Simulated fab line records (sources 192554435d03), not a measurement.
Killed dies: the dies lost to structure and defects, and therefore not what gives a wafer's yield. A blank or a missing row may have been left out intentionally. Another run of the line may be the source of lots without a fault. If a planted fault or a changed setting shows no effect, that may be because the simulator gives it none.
fab line records	flow n5Finfet
record: lots: 9	wafers: 27	lastDay: 18
route steps=1938 shown MOL_CONTACT_COAG@527 BEOL_M4@1111 PASSIVATION@1936
lots that met no fault: taken from a fault-free run of the same line
startH: start of the lot's first displayed wafer, in hours after the record's first day	waitH: hours since the lot's step before	" identical to the entry in the row above	L1.1+2: one row covering several wafers at once	- no value, or no start given	* or withheld: withheld	< > ~ a bound
route shown NAME@n: NAME is a module with steps in the file, n the number in the route of the first one	usual: mean and standard deviation over wafers with no fault	same: alike in all rows	chamber/n: place in a boat	sites: per-site readings	_std_site: how widely they spread, as a standard deviation	_edge_site: mean of outer sites minus mean of inner sites	radiusMm: how far each site lies from the wafer's centre	mask NAME#n: copy n	behind: the tool/chamber that last shaped the wafer	hold: what put the lot on hold/how long, in hours/how the hold closed	device: names the non-switching transistor (n, p or np)	end of line: at the end of the route, the tests of the same wafers	step lacking rows: just its recipe	killed: dies lost to structure and defects at the first sort, not the wafer's yield	map: a wafer's dies, marking killed ones x, the rest . and places with no die _
set.NAME: the run value of the setting; set.NAME@STEP: its run value at that earlier step	model.NAME: the simulator's own value behind a step, which no gauge read
steps of the route over a sample of lots; a table a step, a row a wafer
services: the hour from which a tool's chamber was out of use, counted from the record's first day as startH (under 0 if before that day), plus the number of hours and why
== steps ==
step: N5_MOL_CONTACT_COAG_OVL_MEAS_09
recipe: pointsPerWafer: 522
usual: CA_OVL: 0.0/0.84
lot.wafer	tool	chamber	startH	waitH	CA_OVL[nm]
L774.2	overlay-02	0	131.01	0.0	0.6
L774.3	"	0	"	"	-0.5
L774.6	"	0	"	"	0.2
L776.2	overlay-01	0	133.86	0.0	-0.1
L776.4	"	0	"	"	-0.1
L776.5	"	0	"	"	0.1
L782.2	overlay-02	0	173.98	0.0	1.7
L782.3	"	0	"	"	1.7
L782.5	"	0	"	"	0.6
L783.3	overlay-01	0	178.08	0.0	0.3
L783.4	"	0	"	"	-0.5
L783.5	"	0	"	"	0.0
L786.2	overlay-01	0	194.91	0.0	0.8
L786.5	"	0	"	"	0.1
L786.6	"	0	"	"	0.8
L787.1	overlay-01	0	203.29	0.0	0.8
L787.3	"	0	"	"	0.4
L787.6	"	0	"	"	0.8
L788.1	overlay-01	0	209.19	0.0	0.4
L788.2	"	0	"	"	-0.3
L788.3	"	0	"	"	-0.5
L789.2	overlay-02	0	213.91	0.0	0.0
L789.3	"	0	"	"	0.5
L789.6	"	0	"	"	1.1
L791.1	overlay-02	0	228.98	0.0	-0.4
L791.3	"	0	"	"	-0.8
L791.6	"	0	"	"	0.3
step: N5_MOL_CONTACT_COAG_ETCH_106
recipe: chemistry: N2/H2	target: SOC	targetDepthA: 800	overetchA: 160	maskMaterial: SiARC	tempC: 40	timeS: 120	ionEnergyEv: 200	pressureMtorr: 30	sourceW: 840	biasW: 150	n2FlowSccm: 200	h2FlowSccm: 200
usual: drypumpMotorCurrentA: 5.5/0.37	oesProductAu: 0.72/0.07	rfFwdPowerW: 836/3.1	rfVppV: 525.1/1.9	showerheadPlenumPTorr: 2.58/0.066	tempC: 40.01/0.12	throttleValvePct: 17.82/0.21
lot.wafer	tool	chamber	startH	waitH	drypumpMotorCurrentA	oesProductAu	rfFwdPowerW	rfHoursCounterH	rfVppV	showerheadPlenumPTorr	tempC	throttleValvePct
L774.2	rieDiel-02	0	131.18	0.0	5.7	0.63	837	205	525.9	2.63	39.76	18.31
L774.3	"	3	"	"	5.1	0.68	832	157	527.6	2.64	40.02	17.69
L774.6	"	1	"	"	4.7	0.75	834	-	524.2	2.57	39.86	17.99
L776.2	rieDiel-04	0	134.03	0.0	5.7	0.65	835	205	523.3	2.51	40.13	17.84
L776.4	"	3	"	"	5.6	0.77	836	39	523.9	2.58	39.94	17.74
L776.5	"	0	"	"	5.8	0.64	833	-	524.4	2.51	40.16	17.87
L782.2	rieDiel-01	1	174.21	0.0	5.9	0.61	832	218	526.3	2.62	40.09	17.93
L782.3	"	0	"	"	5.3	0.77	838	61	527.2	2.69	40.13	17.57
L782.5	"	1	"	"	5.9	0.62	831	-	526.3	2.62	39.90	17.93
L783.3	rieDiel-04	1	178.24	0.0	5.4	0.79	842	33	523.4	2.49	40.06	17.81
L783.4	"	3	"	"	5.6	0.77	838	50	525.2	2.58	40.08	17.75
L783.5	"	1	"	"	5.4	0.80	843	-	523.5	2.49	40.02	17.81
L786.2	rieDiel-01	3	195.08	0.0	5.7	0.77	832	48	520.6	2.48	39.85	17.62
L786.5	"	1	"	"	5.9	0.60	831	-	525.2	2.61	40.05	17.94
L786.6	"	0	"	"	5.3	0.78	836	-	526.9	2.68	39.82	17.58
L787.1	rieDiel-02	1	203.85	0.0	4.7	0.73	842	102	523.2	2.56	39.96	18.01
L787.3	"	2	"	"	5.5	0.65	835	190	523.8	2.52	40.02	17.73
L787.6	"	3	"	"	5.1	0.66	835	-	525.5	2.63	39.99	17.77
L788.1	rieDiel-01	1	209.37	0.0	5.9	0.61	826	231	524.9	2.61	40.11	17.96
L788.2	"	2	"	"	6.1	0.77	837	62	528.0	2.68	40.09	17.55
L788.3	"	3	"	"	5.7	0.77	841	52	522.1	2.48	39.96	17.63
L789.2	rieDiel-01	1	214.31	0.0	5.9	0.61	831	232	525.8	2.61	39.90	17.97
L789.3	"	2	"	"	6.1	0.76	837	63	527.1	2.68	39.95	17.54
L789.6	"	3	"	"	5.7	0.78	836	-	522.0	2.48	39.81	17.64
L791.1	rieDiel-04	3	229.15	0.0	5.6	0.74	840	68	524.8	2.57	40.01	17.78
L791.3	"	0	"	"	5.7	0.63	837	236	522.8	2.50	39.88	17.91
L791.6	"	0	"	"	5.8	0.63	838	-	523.8	2.50	39.66	17.91
step: N5_MOL_CONTACT_COAG_STRIP_98
recipe: chemistry: N2/H2	powerW: 500	tempC: 40	pressureMtorr: 50	rfFrequencyHz: 6e+07	overashFraction: 0.3	biasPowerW: 8	h2Frac: 0.5	n2FlowSccm: 300	h2FlowSccm: 300
usual: drypumpMotorCurrentA: 5.5/0.37	oesProductAu: 0.80/0.083	powerW: 500.0/1.4	rfVppV: 54.5/1.5	showerheadPlenumPTorr: 3.41/0.083	tempC: 40.00/0.11	throttleValvePct: 18.87/0.29
lot.wafer	tool	chamber	startH	waitH	drypumpMotorCurrentA	oesProductAu	powerW	rfHoursCounterH	rfVppV	showerheadPlenumPTorr	tempC	throttleValvePct
L774.2	rieDiel-02	0	131.43	0.0	5.7	0.71	500.7	205	54.6	3.47	40.17	19.52
L774.3	"	3	"	"	5.1	0.74	501.2	157	53.2	3.49	39.98	18.62
L774.6	"	1	"	"	4.7	0.83	499.7	-	56.0	3.39	39.80	18.98
L776.2	rieDiel-04	0	134.27	0.0	5.8	0.72	499.5	205	55.4	3.32	40.00	18.64
L776.4	"	3	"	"	5.6	0.88	501.3	39	54.0	3.41	39.94	18.80
L776.5	"	0	"	"	5.8	0.73	501.9	-	50.6	3.32	39.98	18.65
L782.2	rieDiel-01	1	174.45	0.0	5.9	0.68	501.9	218	54.7	3.45	39.93	19.12
L782.3	"	0	"	"	5.3	0.87	498.7	61	55.0	3.54	40.14	18.68
L782.5	"	1	"	"	5.9	0.68	502.4	-	53.6	3.45	39.81	19.14
L783.3	rieDiel-04	1	178.49	0.0	5.4	0.90	501.4	33	53.6	3.29	39.96	19.10
L783.4	"	3	"	"	5.6	0.86	499.0	50	57.7	3.41	40.07	18.79
L783.5	"	1	"	"	5.4	0.90	501.7	-	55.2	3.29	39.80	19.08
L786.2	rieDiel-01	3	195.32	0.0	5.7	0.88	499.7	48	52.7	3.28	40.08	18.59
L786.5	"	1	"	"	5.9	0.68	499.1	-	55.5	3.45	39.90	19.19
L786.6	"	0	"	"	5.2	0.86	497.5	-	54.5	3.54	39.92	18.66
L787.1	rieDiel-02	1	204.10	0.0	4.7	0.82	500.3	102	55.1	3.38	40.01	18.99
L787.3	"	2	"	"	5.5	0.71	498.4	190	54.4	3.33	39.71	18.70
L787.6	"	3	"	"	5.1	0.72	498.5	-	54.3	3.47	39.99	18.69
L788.1	rieDiel-01	1	209.61	0.0	5.9	0.67	498.5	231	53.7	3.45	40.06	19.17
L788.2	"	2	"	"	6.1	0.86	499.6	62	55.4	3.54	40.16	18.58
L788.3	"	3	"	"	5.7	0.88	499.2	52	53.0	3.28	39.99	18.54
L789.2	rieDiel-01	1	214.55	0.0	5.9	0.68	501.8	232	54.0	3.45	40.17	19.20
L789.3	"	2	"	"	6.1	0.86	500.1	63	55.7	3.54	40.00	18.57
L789.6	"	3	"	"	5.7	0.87	502.3	-	56.2	3.28	40.24	18.59
L791.1	rieDiel-04	3	229.40	0.0	5.6	0.84	501.4	68	54.6	3.40	39.93	18.80
L791.3	"	0	"	"	5.8	0.71	498.0	236	56.3	3.30	39.83	18.68
L791.6	"	0	"	"	5.8	0.71	498.9	-	54.7	3.30	39.95	18.70
step: N5_MOL_CONTACT_COAG_ALD_20
recipe: material: TiN	targetThkA: 15	tempC: 400	aldPrecursorFamily: TiCl4	aldCoReactant: NH3	pulseTimeS: 1	purgeTimeS: 3	coReactantPurgeTimeS: 2	coReactantPulseTimeS: 2	aldCycles: 68	pressureTorr: 3
usual: aldCycles: 68/0	chamberPressureTorr: 3.000/0.0056	heaterPowerW: 931/88	precursorPulseHeightRel: 0.998/0.021
lot.wafer	tool	chamber	startH	waitH	aldCycles	chamberPressureTorr	heaterPowerW	precursorPulseHeightRel
L774.2	aldMetal-04	3	132.07	0.1	68	2.993	757	1.010
L774.3	"	2	"	"	68	3.004	1043	1.007
L774.6	"	1	"	"	68	3.004	915	0.992
L776.2	aldMetal-03	0	134.94	0.1	68	3.001	969	1.011
L776.4	"	3	"	"	68	2.994	1021	0.978
L776.5	"	3	"	"	68	2.998	1015	1.020
L782.2	aldMetal-04	2	175.86	0.1	-	-	-	-
L782.3	"	1	"	"	-	-	-	-
L782.5	"	2	"	"	-	-	-	-
L783.3	aldMetal-04	3	179.39	0.1	-	-	-	-
L783.4	"	2	"	"	-	-	-	-
L783.5	"	2	"	"	-	-	-	-
L786.2	aldMetal-02	0	196.10	0.1	68	3.000	817	1.000
L786.5	"	1	"	"	68	2.999	799	1.033
L786.6	"	2	"	"	68	3.011	914	1.024
L787.1	aldMetal-03	1	204.75	0.1	68	3.007	1004	1.017
L787.3	"	2	"	"	68	2.995	927	0.987
L787.6	"	3	"	"	68	3.000	1018	0.970
L788.1	aldMetal-04	3	211.23	0.1	68	2.999	783	1.020
L788.2	"	0	"	"	68	2.999	938	0.988
L788.3	"	2	"	"	68	3.009	1040	0.992
L789.2	aldMetal-04	2	215.22	0.1	68	3.002	1061	1.027
L789.3	"	0	"	"	68	3.007	942	1.011
L789.6	"	3	"	"	68	2.994	771	0.995
L791.1	aldMetal-04	2	230.23	0.1	68	3.001	1032	0.968
L791.3	"	0	"	"	68	3.006	940	1.000
L791.6	"	0	"	"	68	3.007	907	1.011
step: N5_BEOL_M4_RC_MEAS_101
usual: DIBL_N: 36.2/1.2	DIBL_P: 36.3/1.3	IOFF_N: 0.155/0.019	IOFF_P: 0.210/0.029	ION_N: 677/8.6	ION_P: 465/6.8	SS_N: 71.4/0.48	SS_P: 73.2/0.53	VT_N: 249.9/2.4	VT_P: -250/3.2
lot.wafer	tool	chamber	startH	waitH	DIBL_N[mV/V]	DIBL_P[mV/V]	IOFF_N[nA/um]	IOFF_P[nA/um]	ION_N[uA/um]	ION_P[uA/um]	SS_N[mV/dec]	SS_P[mV/dec]	VT_N[mV]	VT_P[mV]
L774.2	prober-02	0	216.28	0.2	35.7	36.7	0.176	0.239	682	470	71.8	72.9	251.2	-250
L774.3	"	0	"	"	34.8	35.9	0.147	0.219	680	474	70.9	74.0	250.3	-252
L774.6	"	0	"	"	33.7	34.1	0.128	0.190	681	467	70.7	73.0	250.1	-250
L776.2	prober-02	0	233.38	0.2	35.4	35.1	0.155	0.235	679	473	71.8	73.3	247.3	-246
L776.4	"	0	"	"	36.1	35.5	0.165	0.245	683	477	71.8	73.4	248.0	-244
L776.5	"	0	"	"	35.5	35.5	0.158	0.257	671	474	71.6	73.4	248.7	-244
L783.3	prober-01	0	265.65	0.3	37.0	37.8	0.187	0.269	680	469	71.5	74.1	245.6	-244
L783.4	"	0	"	"	36.3	37.1	0.175	0.266	696	479	71.9	73.7	247.8	-247
L783.5	"	0	"	"	36.7	37.1	0.172	0.257	686	478	71.8	73.1	245.8	-246
L782.2	prober-02	0	273.99	0.2	35.4	37.3	0.158	0.225	674	462	71.5	74.0	251.2	-249
L782.3	"	0	"	"	34.9	36.4	0.147	0.215	675	469	71.8	73.4	249.0	-249
L782.5	"	0	"	"	35.6	37.5	0.172	0.238	680	472	70.5	73.7	248.5	-246
L786.2	prober-02	0	282.73	0.2	36.5	37.6	0.155	0.216	672	464	70.9	73.4	250.2	-248
L786.5	"	0	"	"	35.7	36.6	0.142	0.194	676	464	71.5	73.3	251.9	-251
L786.6	"	0	"	"	36.0	37.3	0.145	0.219	676	463	71.8	73.5	251.1	-248
L787.1	prober-02	0	284.92	0.0	35.8	36.8	0.170	0.225	678	472	71.5	73.3	245.8	-248
L787.3	"	0	"	"	35.6	36.4	0.158	0.217	681	469	71.2	73.2	249.6	-248
L787.6	"	0	"	"	34.0	34.9	0.139	0.197	679	467	70.5	73.4	247.4	-249
L788.1	prober-02	0	303.74	0.0	34.4	35.3	0.122	0.160	668	457	70.6	72.8	253.7	-255
L788.2	"	0	"	"	35.5	36.5	0.139	0.180	681	462	71.3	73.1	249.6	-254
L788.3	"	0	"	"	35.8	36.0	0.135	0.172	664	452	71.3	72.6	249.5	-251
L789.2	prober-02	0	308.16	0.2	37.6	36.5	0.155	0.207	665	457	71.7	72.6	250.2	-250
L789.3	"	0	"	"	37.3	37.1	0.156	0.218	680	465	71.6	72.3	250.3	-249
L789.6	"	0	"	"	37.2	36.3	0.147	0.203	671	467	71.3	73.1	250.7	-249
L791.1	prober-02	0	322.78	0.0	35.4	33.4	0.128	0.159	657	451	70.9	72.4	252.2	-254
L791.3	"	0	"	"	36.9	35.5	0.159	0.188	673	459	71.7	72.8	250.4	-251
L791.6	"	0	"	"	37.4	36.0	0.164	0.199	674	458	71.9	73.6	249.7	-252
step: N5_PASSIVATION_PROBE_49
usual: defectLimitedYield: 91.2/1.4	killed_at_M0_to_M3: 34/10	killed_at_M4_up: 13/5.1	killedAtContacts: 12/6.5	killedAtFrontEnd: 41/11	killedAtOther: 4/3.3	killedDies: 104/16	killedOnRim: 14/3.9	killedOpen: 69/13	killedShort: 33/7	sort_bin_5_function: 5.1/0.91	sort_bin_6_memory: 3.3/0.69	sortNPass: 1076/16	sortYieldPct: 91.2/1.4
same: grossDies: 1180	killedAtBackSide: 0	sort_bin_4_leakage[%]: 0	sort_bin_8_speed[%]: 0
lot.wafer	tool	chamber	startH	waitH	defectLimitedYield[%]	killed_at_M0_to_M3	killed_at_M4_up	killedAtContacts	killedAtFrontEnd	killedAtOther	killedDies	killedOnRim	killedOpen	killedShort	sort_bin_5_function[%]	sort_bin_6_memory[%]	sortNPass	sortYieldPct[%]
L774.2	prober-01	-	319.90	0.1	89.6	45	19	19	35	5	123	21	94	28	6.5	3.6	1057	89.6
L774.3	prober-01	-	319.95	0.1	90.2	50	18	15	27	6	116	10	83	33	4.7	4.5	1064	90.2
L774.6	prober-01	-	320.10	0.3	90.8	35	20	8	45	1	109	17	79	26	5.2	3.9	1071	90.8
L776.2	prober-02	-	343.53	0.8	90.3	29	7	23	55	1	115	17	79	34	5.7	3.9	1065	90.3
L776.4	prober-02	-	343.63	0.9	91.8	18	21	22	36	0	97	12	72	25	5.1	3.1	1083	91.8
L776.5	prober-02	-	343.68	1.0	90.5	37	6	13	56	0	112	12	74	37	5.5	3.7	1068	90.5
L782.2	prober-02	-	370.94	0.1	45.7	27	7	571	33	3	641	119	46	35	51.9	2.1	539	45.7
L782.3	prober-02	-	370.99	0.1	46.6	41	12	548	27	2	630	19	55	33	50.5	2.6	550	46.6
L782.5	prober-02	-	371.09	0.2	43.4	32	12	571	49	4	668	118	61	49	52.6	3.6	512	43.4
L783.3	prober-02	-	371.42	0.1	45.3	45	12	528	54	7	646	144	87	34	49.6	4.3	534	45.3
L783.4	prober-02	-	371.47	0.2	47.5	15	12	566	24	2	619	117	46	20	50.0	2.0	561	47.5
L783.5	prober-02	-	371.52	0.2	43.2	25	18	570	46	11	670	121	68	35	52.4	3.6	510	43.2
L786.2	prober-02	-	385.92	0.1	92.4	33	21	3	28	5	90	13	62	24	3.7	3.7	1090	92.4
L786.5	prober-02	-	386.07	0.2	91.1	27	24	6	41	7	105	9	75	30	5.4	3.1	1075	91.1
L786.6	prober-02	-	386.12	0.3	92.5	21	13	4	48	3	89	10	62	27	4.2	3.1	1091	92.5
L787.1	prober-01	-	386.73	0.0	92.5	18	6	5	58	1	88	9	58	30	4.2	2.8	1092	92.5
L787.3	prober-01	-	386.83	0.1	91.9	20	10	7	56	2	95	17	66	29	3.7	4.0	1085	91.9
L787.6	prober-01	-	386.98	0.3	92.4	20	12	3	54	1	90	2	54	36	3.8	3.3	1090	92.4
L789.2	prober-01	-	410.40	0.1	89.5	56	15	14	37	2	124	14	79	45	5.5	4.3	1056	89.5
L789.3	prober-01	-	410.45	0.1	90.9	45	6	8	47	1	107	12	83	24	5.3	3.5	1073	90.9
L789.6	prober-01	-	410.60	0.3	90.5	39	12	11	48	2	112	9	75	37	5.4	3.9	1068	90.5
L788.1	prober-02	-	410.58	0.0	93.0	23	6	9	39	6	83	14	54	29	3.7	3.3	1097	93.0
L788.2	prober-02	-	410.63	0.1	92.0	28	12	6	47	1	94	8	68	25	5.2	2.5	1086	92.0
L788.3	prober-02	-	410.68	0.1	93.4	38	12	1	26	1	78	12	46	30	4.2	2.4	1102	93.4
L791.1	prober-01	-	428.39	0.7	88.1	43	17	18	57	5	140	25	88	47	6.5	4.7	1040	88.1
L791.3	prober-01	-	428.49	0.8	92.5	23	10	7	43	6	89	8	61	26	4.2	3.2	1091	92.5
L791.6	prober-01	-	428.64	1.0	90.8	33	13	11	48	4	109	13	81	26	5.3	3.6	1071	90.8
killed by level:class
L774.2 BEOL_M2:geometricParticle:open=19 MOL_CONTACT_COAG:geometricParticle:open=17 FIN_SAQP:geometricParticle:open=12 FIN_SAQP:geometricParticle:short=7 BEOL_M0_SAQP:geometricParticle:open=7 BEOL_M1:geometricParticle:open=7 BEOL_M4:geometricParticle:open=7 BEOL_M0_SAQP:geometricParticle:short=6
L774.3 MOL_CONTACT_COAG:geometricParticle:open=13 BEOL_M1:geometricParticle:open=12 BEOL_M3:geometricParticle:open=10 FIN_SAQP:geometricParticle:short=9 BEOL_M2:geometricParticle:open=9 BEOL_M0_SAQP:geometricParticle:short=8 BEOL_M4:geometricParticle:open=8 BEOL_M0_SAQP:geometricParticle:open=7
L774.6 FIN_SAQP:geometricParticle:open=21 BEOL_M3:geometricParticle:open=13 FIN_SAQP:geometricParticle:short=7 MOL_CONTACT_COAG:geometricParticle:open=7 BEOL_M2:geometricParticle:open=7 BEOL_M1:geometricParticle:open=6 BEOL_M0_SAQP:geometricParticle:open=4 STARTING-WAFER:geometricParticle:short=4
L776.2 MOL_CONTACT_COAG:geometricParticle:open=20 FIN_SAQP:geometricParticle:open=14 STI_FIN_REVEAL:geometricParticle:open=12 FIN_SAQP:geometricParticle:short=11 DUMMY_GATE:geometricParticle:open=6 BEOL_M2:geometricParticle:open=6 BEOL_M0_SAQP:geometricParticle:short=6 BEOL_M1:geometricParticle:open=6
L776.4 MOL_CONTACT_COAG:geometricParticle:open=18 STI_FIN_REVEAL:geometricParticle:open=11 FIN_SAQP:geometricParticle:open=8 BEOL_M5:geometricParticle:open=6 BEOL_M1:geometricParticle:open=5 FIN_SAQP:geometricParticle:short=4 MOL_CONTACT_COAG:geometricParticle:short=4 BEOL_M0_SAQP:geometricParticle:short=4
L776.5 STI_FIN_REVEAL:geometricParticle:open=16 FIN_SAQP:geometricParticle:open=11 MOL_CONTACT_COAG:geometricParticle:open=9 BEOL_M1:geometricParticle:open=7 BEOL_M0_SAQP:geometricParticle:open=7 BEOL_M0_SAQP:geometricParticle:short=7 ILD0:geometricParticle:short=5 BEOL_M2:geometricParticle:open=5
L782.2 MOL_CONTACT_COAG:areaAld=557 FIN_SAQP:geometricParticle:short=11 MOL_CONTACT_COAG:geometricParticle:open=10 BEOL_M0_SAQP:geometricParticle:short=8 BEOL_M0_SAQP:geometricParticle:open=6 BEOL_M3:geometricParticle:open=6 STI_FIN_REVEAL:geometricParticle:open=5 MOL_CONTACT_COAG:geometricParticle:short=4
L782.3 MOL_CONTACT_COAG:areaAld=542 BEOL_M0_SAQP:geometricParticle:open=11 BEOL_M3:geometricParticle:open=11 BEOL_M0_SAQP:geometricParticle:short=6 FIN_SAQP:geometricParticle:open=5 FIN_SAQP:geometricParticle:short=5 MOL_CONTACT_COAG:geometricParticle:open=5 BEOL_M2:geometricParticle:short=5
L782.5 MOL_CONTACT_COAG:areaAld=557 FIN_SAQP:geometricParticle:short=17 MOL_CONTACT_COAG:geometricParticle:open=11 BEOL_M0_SAQP:geometricParticle:open=11 STI_FIN_REVEAL:geometricParticle:open=10 BEOL_M0_SAQP:geometricParticle:short=10 FIN_SAQP:geometricParticle:open=8 BEOL_M3:geometricParticle:open=7
L783.3 MOL_CONTACT_COAG:areaAld=521 STI_FIN_REVEAL:geometricParticle:open=17 FIN_SAQP:geometricParticle:open=9 BEOL_M1:geometricParticle:open=9 FIN_SAQP:geometricParticle:short=8 BEOL_M2:geometricParticle:open=8 BEOL_M0_SAQP:geometricParticle:open=8 BEOL_M3:geometricParticle:open=8
L783.4 MOL_CONTACT_COAG:areaAld=553 MOL_CONTACT_COAG:geometricParticle:open=13 STI_FIN_REVEAL:geometricParticle:open=9 BEOL_M3:geometricParticle:open=9 BEOL_M4:geometricParticle:open=6 GATE_CUT:geometricParticle:short=3 BEOL_M3:geometricParticle:short=3 STARTING-WAFER:geometricParticle:short=3
L783.5 MOL_CONTACT_COAG:areaAld=560 STI_FIN_REVEAL:geometricParticle:open=18 BEOL_M3:geometricParticle:open=11 BEOL_M4:geometricParticle:open=8 MOL_CONTACT_COAG:geometricParticle:open=7 PASS1_CAP:geometricParticle:short=7 HKMG_FIN:areaEtch=7 STARTING-WAFER:geometricParticle:open=6
L786.2 BEOL_M3:geometricParticle:open=10 FIN_SAQP:geometricParticle:short=6 BEOL_M2:geometricParticle:open=6 DUMMY_GATE:geometricParticle:open=5 BEOL_M0_SAQP:geometricParticle:short=5 BEOL_M1:geometricParticle:open=5 BEOL_M4:geometricParticle:open=5 BEOL_M0_SAQP:geometricParticle:open=4
L786.5 BEOL_M4:geometricParticle:open=13 STI_FIN_REVEAL:geometricParticle:open=12 BEOL_M1:geometricParticle:open=8 BEOL_M3:geometricParticle:open=7 FIN_SAQP:geometricParticle:short=5 MOL_CONTACT_COAG:geometricParticle:open=5 BEOL_M2:geometricParticle:open=5 BEOL_M8:geometricParticle:open=5
L786.6 FIN_SAQP:geometricParticle:short=17 FIN_SAQP:geometricParticle:open=13 BEOL_M2:geometricParticle:open=11 STI_FIN_REVEAL:geometricParticle:open=7 BEOL_M4:geometricParticle:open=6 MOL_CONTACT_COAG:geometricParticle:open=4 BEOL_M3:geometricParticle:open=4 STI_FIN_REVEAL:geometricParticle:short=2
L787.1 STI_FIN_REVEAL:geometricParticle:open=19 FIN_SAQP:geometricParticle:short=9 FIN_SAQP:geometricParticle:open=8 STI_FIN_REVEAL:geometricParticle:short=8 MOL_CONTACT_COAG:geometricParticle:open=5 STARTING-WAFER:geometricParticle:open=5 DUMMY_GATE:geometricParticle:open=4 BEOL_M0_SAQP:geometricParticle:short=4
L787.3 FIN_SAQP:geometricParticle:open=16 STI_FIN_REVEAL:geometricParticle:open=11 FIN_SAQP:geometricParticle:short=10 MOL_CONTACT_COAG:geometricParticle:open=7 BEOL_M2:geometricParticle:open=6 DUMMY_GATE:geometricParticle:open=5 BEOL_M3:geometricParticle:open=4 STARTING-WAFER:geometricParticle:short=4
L787.6 FIN_SAQP:geometricParticle:short=14 BEOL_M2:geometricParticle:open=10 FIN_SAQP:geometricParticle:open=9 STI_FIN_REVEAL:geometricParticle:open=9 BEOL_M5:geometricParticle:open=7 STI_FIN_REVEAL:geometricParticle:short=5 DUMMY_GATE:geometricParticle:open=4 GATE_CUT:geometricParticle:open=4
L789.2 BEOL_M0_SAQP:geometricParticle:open=15 FIN_SAQP:geometricParticle:short=14 MOL_CONTACT_COAG:geometricParticle:open=14 BEOL_M3:geometricParticle:open=13 BEOL_M0_SAQP:geometricParticle:short=12 FIN_SAQP:geometricParticle:open=10 BEOL_M4:geometricParticle:open=7 BEOL_M2:geometricParticle:open=6
L789.3 STI_FIN_REVEAL:geometricParticle:open=23 BEOL_M3:geometricParticle:open=16 BEOL_M0_SAQP:geometricParticle:open=12 MOL_CONTACT_COAG:geometricParticle:open=8 BEOL_M0_SAQP:geometricParticle:short=8 DUMMY_GATE:geometricParticle:open=6 STARTING-WAFER:geometricParticle:open=4 FIN_SAQP:geometricParticle:short=3
L788.1 STI_FIN_REVEAL:geometricParticle:open=19 MOL_CONTACT_COAG:geometricParticle:open=9 FIN_SAQP:geometricParticle:open=6 BEOL_M0_SAQP:geometricParticle:short=5 BEOL_M3:geometricParticle:short=5 BEOL_M0_SAQP:geometricParticle:open=4 MIM_TOP:geometricParticle:short=4 STI_FIN_REVEAL:geometricParticle:short=3
L789.6 STI_FIN_REVEAL:geometricParticle:open=17 FIN_SAQP:geometricParticle:short=11 MOL_CONTACT_COAG:geometricParticle:open=10 BEOL_M0_SAQP:geometricParticle:open=8 BEOL_M3:geometricParticle:open=7 BEOL_M0_SAQP:geometricParticle:short=6 BEOL_M2:geometricParticle:open=6 FIN_SAQP:geometricParticle:open=4
L788.2 STI_FIN_REVEAL:geometricParticle:open=14 FIN_SAQP:geometricParticle:open=10 BEOL_M0_SAQP:geometricParticle:open=9 BEOL_M0_SAQP:geometricParticle:short=8 BEOL_M4:geometricParticle:open=8 MOL_CONTACT_COAG:geometricParticle:open=6 BEOL_M1:geometricParticle:open=6 ILD0:geometricParticle:open=5
L788.3 BEOL_M0_SAQP:geometricParticle:short=17 STI_FIN_REVEAL:geometricParticle:open=15 BEOL_M0_SAQP:geometricParticle:open=10 BEOL_M1:geometricParticle:open=6 BEOL_M4:geometricParticle:open=5 BEOL_M4:geometricParticle:short=5 STI_FIN_REVEAL:geometricParticle:short=2 ILD0:geometricParticle:short=2
L791.1 FIN_SAQP:geometricParticle:short=16 MOL_CONTACT_COAG:geometricParticle:open=14 BEOL_M2:geometricParticle:open=14 FIN_SAQP:geometricParticle:open=10 STI_FIN_REVEAL:geometricParticle:open=8 GATE_CUT:geometricParticle:open=6 BEOL_M4:geometricParticle:open=6 BEOL_M0_SAQP:geometricParticle:open=5
L791.3 STI_FIN_REVEAL:geometricParticle:open=13 FIN_SAQP:geometricParticle:open=9 FIN_SAQP:geometricParticle:short=8 BEOL_M1:geometricParticle:open=8 MOL_CONTACT_COAG:geometricParticle:open=7 GATE_CUT:geometricParticle:short=6 BEOL_M3:geometricParticle:open=4 PASS1_CAP:geometricParticle:open=3
L791.6 FIN_SAQP:geometricParticle:open=11 MOL_CONTACT_COAG:geometricParticle:open=10 GATE_CUT:geometricParticle:open=8 BEOL_M0:geometricParticle:open=8 BEOL_M1:geometricParticle:open=8 DUMMY_GATE:geometricParticle:open=7 GATE_CUT:geometricParticle:short=7 BEOL_M4:geometricParticle:open=5
== services ==
tool	chamber	startH	hours	kind
rieDiel-02	0	113.52	7.3	repair
rieDiel-01	1	136.85	10.3	repair
rieDiel-02	1	137.28	9.5	repair
rieDiel-04	3	144.66	14.2	repair
rieDiel-02	-	159.50	1.4	repair
aldMetal-04	-	162.53	1.4	repair
rieDiel-01	0	183.85	7.7	repair
aldMetal-03	-	186.55	8.7	pm
rieDiel-02	3	195.74	3.8	repair
rieDiel-04	1	207.48	14.3	repair
rieDiel-04	-	209.64	0.6	repair
rieDiel-04	0	217.81	6.3	repair
rieDiel-02	2	227.15	4.2	repair
== key ==
firstSign: step: N5_MOL_CONTACT_COAG_ALD_20	reading: toolRecord	direction: missing
effect: step: N5_PASSIVATION_PROBE_49	reading: killedAtContacts	direction: up	sigmas: 84	usual: 12	struck: 559
moreKillsBornAt: N5_MOL_CONTACT_COAG_ALD_20@aldMetal-04: 3287
metAt N5_MOL_CONTACT_COAG_ALD_20
struckLots L782,L783
notActingAt N5_MOL_CONTACT_COAG_OVL_MEAS_09,N5_MOL_CONTACT_COAG_ETCH_106,N5_MOL_CONTACT_COAG_STRIP_98
onsetBetween 132.07 175.86
fault: kind: skippedStepWhole	tool: aldMetal-04	chamber: -	onsetH: 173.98	steps: N5_MOL_CONTACT_COAG_ALD_20	scope: struckLotsOnly
